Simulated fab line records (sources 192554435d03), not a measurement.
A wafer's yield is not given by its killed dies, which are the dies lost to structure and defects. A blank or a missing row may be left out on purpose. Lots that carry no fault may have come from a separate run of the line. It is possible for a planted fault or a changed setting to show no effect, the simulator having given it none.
fab line records	flow n5_finfet
[record] lots = 4	wafers = 12	last_day = 17
route steps=1938 shown BEOL_M11@1577 BEOL_M12@1602 PASSIVATION@1936
lots untouched by any fault: they come from a run of this same line in which no faults occurred
start_h: the number of hours between the record's first day and the start of the first shown wafer of the lot	wait_h: hours elapsed since this lot's preceding step	" same as the row above	L1.1+2: a row that stands for several wafers	- no value present, or no start provided	* or withheld: withheld	< > ~ a bound
route shown NAME@n: a module of which the file shows steps, and the number in the route of the first	usual: the fault-free wafers' mean and standard deviation	same: alike in all rows	chamber/n: place in a boat	sites: the reading at each site	_std_site: standard deviation of those values	_edge_site: mean of outer sites minus mean of inner sites	radius_mm: how far each site lies from the wafer's centre	mask NAME#n: copy n	behind: the last tool/chamber to shape the wafer	hold: what put the lot on hold/how long, in hours/how the hold closed	device: the n, p or np transistor that did not switch	end of line: at the end of the route, the tests of the same wafers	a step with no rows: only its recipe	killed: at the first sort, the dies lost to defects and structure; wafer yield is something else	map: per-die view of a wafer (x killed, . not killed, _ where there is no die)
set.NAME: setting as actually run; set.NAME@STEP: the setting as run at that earlier step	model.NAME: the simulator's own value behind a step, which no gauge read
a table for each step, a row for each wafer; lots at some steps of the route
services: from which hour (start_h, from the record's first day; less than 0 if before it) a tool's chamber was out of use, for how many hours, and why
[[steps]]
[step N5_BEOL_M11_STRIP_36]
[recipe] chemistry = N2/H2	power_w = 450	temp_c = 40	pressure_mtorr = 20	rf_frequency_hz = 6e+07	overash_fraction = 0.3	bias_power_w = 7	h2_frac = 0.5	n2_flow_sccm = 200	h2_flow_sccm = 200
[step N5_BEOL_M11_TRENCH_ETCH_37]
[recipe] chemistry = C4F6/O2	target_depth_a = 1488.3	target = SiCOH_lowk	time_s = 48	ion_energy_ev = 250	pressure_mtorr = 30	source_w = 345	bias_w = 185	Ar_flow_sccm = 300	C4F6_flow_sccm = 10	O2_flow_sccm = 10
[step N5_BEOL_M11_ETCH_41]
[recipe] chemistry = CH3F/O2	target = SiCN	target_depth_a = 426	taper_deg = 2	time_s = 86	ion_energy_ev = 120	mask_material = TiN	pressure_mtorr = 30	source_w = 395	bias_w = 75	Ar_flow_sccm = 150	CH3F_flow_sccm = 30	O2_flow_sccm = 20
[step N5_BEOL_M11_STRIP_77]
[recipe] chemistry = N2/H2	time_s = 10	power_w = 450	temp_c = 40	pressure_mtorr = 20	rf_frequency_hz = 6e+07	bias_power_w = 7	n2_flow_sccm = 200	h2_flow_sccm = 200
[step N5_BEOL_M11_HM_STRIP_39]
[recipe] chemistry = peroxide_tin_strip	material = TiN	target_depth_a = 250	temp_c = 50	time_s = 158
[step N5_BEOL_M11_SRD_40]
[recipe] time_s = 30	temp_c = 23	rinse_liquid = diw	dry = ipa_marangoni
[step N5_BEOL_M11_PRECLEAN_42]
[recipe] chemistry = residue_remover	time_s = 60	temp_c = 40
[step N5_BEOL_M11_SRD_43]
[recipe] time_s = 30	temp_c = 23	rinse_liquid = diw	dry = ipa_marangoni
[step N5_BEOL_M11_CURE_72]
[recipe] temp_c = 370	time_s = 120	ambient = DMADMS/He	material = SiCOH_lowk
[step N5_BEOL_M11_DEGAS_44]
[recipe] ambient = vacuum	temp_c = 250	time_s = 60
[step N5_BEOL_M11_PRE_CLEAN_45]
[recipe] gas = H2/He	time_s = 30	temp_c = 250
[usual] heater_power_w = 325/32
lot.wafer	tool	chamber	start_h	wait_h	heater_power_w
L887.1	pvd_sputter-01	-	241.01	0.0	336
L887.3	"	-	"	"	359
L887.5	"	-	"	"	277
L904.1	pvd_sputter-01	-	338.54	0.0	330
L904.4	"	-	"	"	267
L904.6	"	-	"	"	346
L903.1	pvd_sputter-01	-	347.75	0.0	342
L903.4	"	-	"	"	340
L903.5	"	-	"	"	342
L907.1	pvd_sputter-02	-	365.47	0.0	338
L907.2	"	-	"	"	361
L907.5	"	-	"	"	352
[step N5_BEOL_M11_ALD_74]
[recipe] material = TaN	target_thk_a = 20	temp_c = 275	ald_precursor_family = PDMAT	ald_co_reactant = NH3	pressure_torr = 3	carrier_flow_sccm = 1500	pulse_time_s = 2	purge_time_s = 3	co_reactant_purge_time_s = 2	co_reactant_pulse_time_s = 3	ald_cycles = 40	precursor_vessel_temp_c = 75	precursor_vessel_pressure_torr = 26.25	precursor_vessel_carrier_sccm = 1000
[step N5_BEOL_M11_SURFACE_TREAT_76]
[recipe] gas = Ar	time_s = *	ion_energy_ev = *	ion_current_ma_cm2 = 0.5	pressure_mtorr = *	ar_flow_sccm = 30
[step N5_BEOL_M11_CVD_75]
[recipe] material = Co	target_thk_a = 20	temp_c = withheld	precursor = CCTBA/H2	pressure_torr = 30	time_s = 138.9
[step N5_BEOL_M11_SPUTTER_48]
[recipe] material = Cu	target_thk_a = 120	temp_c = -20	bias_v = 60	power_w = 26000	chamber_pressure_pa = 0.13	time_s = 2
[step N5_BEOL_M11_ECD_50]
[recipe] material = Cu	target_thk_a = 3180
[step N5_BEOL_M11_ANNEAL_51]
[recipe] temp_c = 225	time_s = 90	ambient = N2
[step N5_BEOL_M11_CMP_52]
[recipe] stop_on = SiCOH_lowk	t_overpolish_s = 7	down_force_psi = 1	platen_rpm = 50	clearing_platen_down_force_psi = 1.5	clearing_platen_rpm = 50	post_cmp_clean = cu_alkaline	target_thk_nm = 140	clearing_platen_pad_velocity_m_s = 0.99484	pad_velocity_m_s = 0.99484
[step N5_BEOL_M11_PRE_CLEAN_55]
[recipe] gas = NH3	time_s = 15	temp_c = withheld	rf_power_w = 300
[step N5_BEOL_M11_DEP_56]
[recipe] material = SiCN	target_thk_a = 300	temp_c = withheld	precursor = 3MS/NH3	pressure_torr = 3	rf_w = 675	time_s = 10.5
[step N5_BEOL_M12_ILD_DEP_00]
[recipe] material = SiOC	target_thk_a = 6589.2	temp_c = 350	precursor = DEMS/O2	pressure_torr = 5	rf_w = 500	time_s = 130.7
[step N5_BEOL_M12_COAT_58]
[recipe] resist = BARC	temp_c = 205	time_s = 60	spin_rpm = 1500	resist_thk_nm = 89
[step N5_BEOL_M12_COAT_04]
[recipe] spin_rpm = 1625	resist_thk_nm = 400
[step N5_BEOL_M12_EBR_06]
[recipe] solvent = PGMEA	ebr_width_mm = 1.5
[step N5_BEOL_M12_SOFTBAKE_05]
[recipe] temp_c = 130	time_s = 60
[step N5_BEOL_M12_EXPOSE_07]
[recipe] mask_id = V11	na = 0.93	source_shape = conventional	sigma_outer = 0.6	polarization = unpolarized	attpsm_phase_deg = 180	dose_mj = 32.5
[step N5_BEOL_M12_PEB_08]
[recipe] peb_temp_c = 130	peb_time_s = 90
[step N5_BEOL_M12_DEVELOP_09]
[recipe] develop_time_s = 45	rinse_liquid = diw	dry = air_spin	dev_temp_c = 21
[step N5_BEOL_M12_HARDBAKE_14]
[recipe] temp_c = 130	time_s = 120
[step N5_BEOL_M12_DESCUM_15]
[recipe] chemistry = O2	time_s = 7.9	source_power_w = 50	bias_power_w = 20	pressure_mtorr = 20	rf_frequency_hz = 2.712e+07	temp_c = 40	o2_flow_sccm = 225
[step N5_BEOL_M12_ETCH_59]
[recipe] chemistry = N2/H2	target = BARC	target_depth_a = 890	overetch_a = 267	time_s = 67.9	ion_energy_ev = 200	pressure_mtorr = 30	source_w = 840	bias_w = 150	n2_flow_sccm = 200	h2_flow_sccm = 200
[step N5_BEOL_M12_VIA_ETCH_16]
[recipe] chemistry = C4F8/O2/Ar	target = SiOC	pressure_mtorr = 30	source_w = 3000	bias_w = 700	Ar_flow_sccm = 400	C4F8_flow_sccm = 15	O2_flow_sccm = 8	he_inner_torr = 15	he_outer_torr = 30	target_depth_a = 7248	time_s = withheld	ion_energy_ev = 250	ends = cleared
[step N5_BEOL_M12_STRIP_63]
[recipe] chemistry = N2/H2	power_w = 1000	temp_c = 250	h2_frac = 0.65	overash_fraction = 0.3	pressure_mtorr = 1000	n2_flow_sccm = 1750	h2_flow_sccm = 3250
[step N5_PASSIVATION_PROBE_49]
[usual] defect_limited_yield = 91.3/1.4	killed_at_M0_to_M3 = 32/9.5	killed_at_M4_up = 14/5.2	killed_at_contacts = 13/5.7	killed_at_front_end = 41/12	killed_at_other = 3.5/2.6	killed_dies = 103/17	killed_on_rim = 14/4	killed_open = 68/14	killed_short = 32/7	sort_bin_5_function = 5.0/0.91	sort_bin_6_memory = 3.3/0.7	sort_n_pass = 1076/17	sort_yield_pct = 91.2/1.4
[same] gross_dies = 1180	killed_at_back_side = 0	sort_bin_4_leakage[%] = 0	sort_bin_8_speed[%] = 0
lot.wafer	tool	chamber	start_h	wait_h	defect_limited_yield[%]	killed_at_M0_to_M3	killed_at_M4_up	killed_at_contacts	killed_at_front_end	killed_at_other	killed_dies	killed_on_rim	killed_open	killed_short	sort_bin_5_function[%]	sort_bin_6_memory[%]	sort_n_pass	sort_yield_pct[%]
L904.1	prober-01	-	378.08	0.0	81.9	31	119	8	55	1	214	42	74	32	10.3	3.6	966	81.9
L904.4	prober-01	-	378.23	0.2	78.1	31	151	22	53	2	259	30	83	28	12.5	5.2	921	78.1
L904.6	prober-01	-	378.33	0.3	84.2	32	81	12	61	0	186	32	80	27	8.7	3.9	994	84.2
L903.1	prober-01	-	389.90	0.0	84.2	45	93	10	35	4	187	26	67	31	8.9	4.3	993	84.2
L903.4	prober-01	-	390.05	0.2	81.5	32	129	15	35	7	218	36	80	33	11.4	4.2	962	81.5
L903.5	prober-01	-	390.10	0.2	84.4	32	95	9	39	9	184	31	53	33	9.2	3.1	996	84.4
// killed by level:class
L904.1 BEOL_M11:unspecified=98 BEOL_M4:geometric_particle:open=16 STI_FIN_REVEAL:geometric_particle:open=11 BEOL_M3:geometric_particle:open=11 HKMG_FIN:area_etch=10 FIN_SAQP:geometric_particle:open=9 MOL_CONTACT_COAG:geometric_particle:open=8 BEOL_M1:geometric_particle:short=7
L904.4 BEOL_M11:unspecified=140 STI_FIN_REVEAL:geometric_particle:open=16 MOL_CONTACT_COAG:geometric_particle:open=16 BEOL_M1:geometric_particle:open=13 FIN_SAQP:geometric_particle:open=9 BEOL_M3:geometric_particle:open=8 HKMG_FIN:area_etch=8 BEOL_M4:geometric_particle:open=7
L904.6 BEOL_M11:unspecified=72 STI_FIN_REVEAL:geometric_particle:open=17 FIN_SAQP:geometric_particle:open=11 MOL_CONTACT_COAG:geometric_particle:open=11 BEOL_M1:geometric_particle:open=10 FIN_SAQP:geometric_particle:short=7 BEOL_M3:geometric_particle:open=7 HKMG_FIN:area_etch=7
L903.1 BEOL_M11:unspecified=86 BEOL_M2:geometric_particle:open=14 BEOL_M0_SAQP:geometric_particle:open=12 FIN_SAQP:geometric_particle:open=8 MOL_CONTACT_COAG:geometric_particle:open=8 STI_FIN_REVEAL:geometric_particle:open=7 BEOL_M0_SAQP:geometric_particle:short=6 FIN_SAQP:geometric_particle:short=5
L903.4 BEOL_M11:unspecified=103 MOL_CONTACT_COAG:geometric_particle:open=13 BEOL_M2:geometric_particle:open=13 FIN_SAQP:geometric_particle:short=9 BEOL_M4:geometric_particle:open=9 BEOL_M0_SAQP:geometric_particle:short=7 FIN_SAQP:geometric_particle:open=5 STI_FIN_REVEAL:geometric_particle:open=5
L903.5 BEOL_M11:unspecified=87 HKMG_FIN:area_etch=11 BEOL_M2:geometric_particle:open=8 MOL_CONTACT_COAG:geometric_particle:open=7 BEOL_M0_SAQP:geometric_particle:short=6 BEOL_M3:geometric_particle:short=6 FIN_SAQP:geometric_particle:short=5 BEOL_M0_SAQP:geometric_particle:open=5
// map L903.4 (x killed, . not)
_________________.....x.xxxxx________________
______________.......x.xxxxxxxxx_____________
___________.............xxxxxxxxxxx__________
__________x.........x....xxxxxxxxxxx_________
________........x.......xxxxxxxxxxxxx._______
_______x....x.x.........xxxxxxxxxxxxxx.______
______..x............xx..xxxxxxxxxxxxxxx_____
_____...........x...x...x.xxxxxxxxxx...xx____
____.......x...........xxx..xxxxx.xxx.....___
___........x..x.....x..x...x...xxxx...x....__
___............x..x.x..........x...........__
__.........x............x....x.........x...._
__...x............xx.........x.x..x........._
_x...............xx.....x................x...
_x.........x....x...x...................x....
_x..x...x.x........................x......x..
_.......x.....xx...x.......x........x..x.x...
_............................................
_..........x.................................
_xx...x....x......x........x.........x.......
_...............x....x...................x...
__......................x.x................._
__.............x....................x.x.x..._
___x......x..x...x..........x.x..x...xx....__
___........x..x................x..........x__
____..............x......x................___
_____.........x........x.....x.........x.____
______.......x....x.............x......._____
_______.xx.........................xx..______
________........................x.x..._______
__________................xx......x._________
___________...x....................__________
______________....x.x..xx....x.._____________
_________________............________________
// map L904.4 (x killed, . not)
_________________xxxx.x.x....________________
______________.x.xxxxxxx........_____________
___________.xxxxxxxxxxxxxx.x..x....__________
__________x.x..xxxxxxxxxx.xx........_________
________...x.xxxxxxxxxxxxxx....x.....x_______
_______....x.xxxxxxxxxxxxxxx.x........x______
______....x.x.xxxxxxxxxxxxxx............_____
_____......xx.xxxxxxxxxxxxx...x..x......x____
____.......xxxxxxxxxxxxx.x.x........x...x.___
___.x........xxxxxxxxxxxx..xxx............x__
___...........xxxxxxxxxx...x.....xx..x.....__
__............x..x.xxxx.x............x.....x_
__.x.........x......x...x......x......x...x._
_....x..........x....x............x.....x....
_...x....x...x..........x....................
_x.x...............................x..x.x....
_.................x........x............x....
_.......x...................xxx....x..xx.....
_..................x...x....................x
_..x.............x.x.xx......x...............
_...x........x.....xx.............xx....x....
__....x.....x.......x.x.................x..._
__...x..........x.x..x......................_
___x...........x.....x................x....__
___...........x.....x...x.x..............x.__
____...........x.x..x.....................___
_____...............xx..............x...x____
______........x.x..x....x.x.x..........._____
_______.......................x........______
________..x..........................._______
__________.x...........x............_________
___________..x........x............__________
______________x...........xx...._____________
_________________......x.x...________________
[[services]]
tool	chamber	start_h	hours	kind
pvd_sputter-02	-	303.66	4.3	repair
pvd_sputter-02	-	342.91	6.3	repair
[[key]]
[first_sign] step = N5_PASSIVATION_PROBE_49	reading = killed_at_M4_up	direction = up	sigmas = 19	usual = 14	struck = 111
[effect] step = N5_PASSIVATION_PROBE_49	reading = defect_limited_yield	direction = down	sigmas = 6.3	usual = 91.3	struck = 82.4
[more_kills_born_at] N5_BEOL_M11_PRE_CLEAN_45@pvd_sputter-01 = 586
met_at N5_BEOL_M11_PRE_CLEAN_45
struck_wafers L903.1,L903.4,L903.5,L904.1,L904.4,L904.6
[baseline_loss] step = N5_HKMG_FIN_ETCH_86	wafers = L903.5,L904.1
onset_between 241.01 338.54
[fault] kind = chamber_particle_source	tool = pvd_sputter-01	chamber = -	onset_h = 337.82	steps = N5_BEOL_M11_PRE_CLEAN_45	rate_per_visit_cm2 = 1.3503	end_h = 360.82
// baseline_loss: these wafers lose ten dies or more at that step, a loss of the line's own and not of a fault; the sort's usual values leave them out
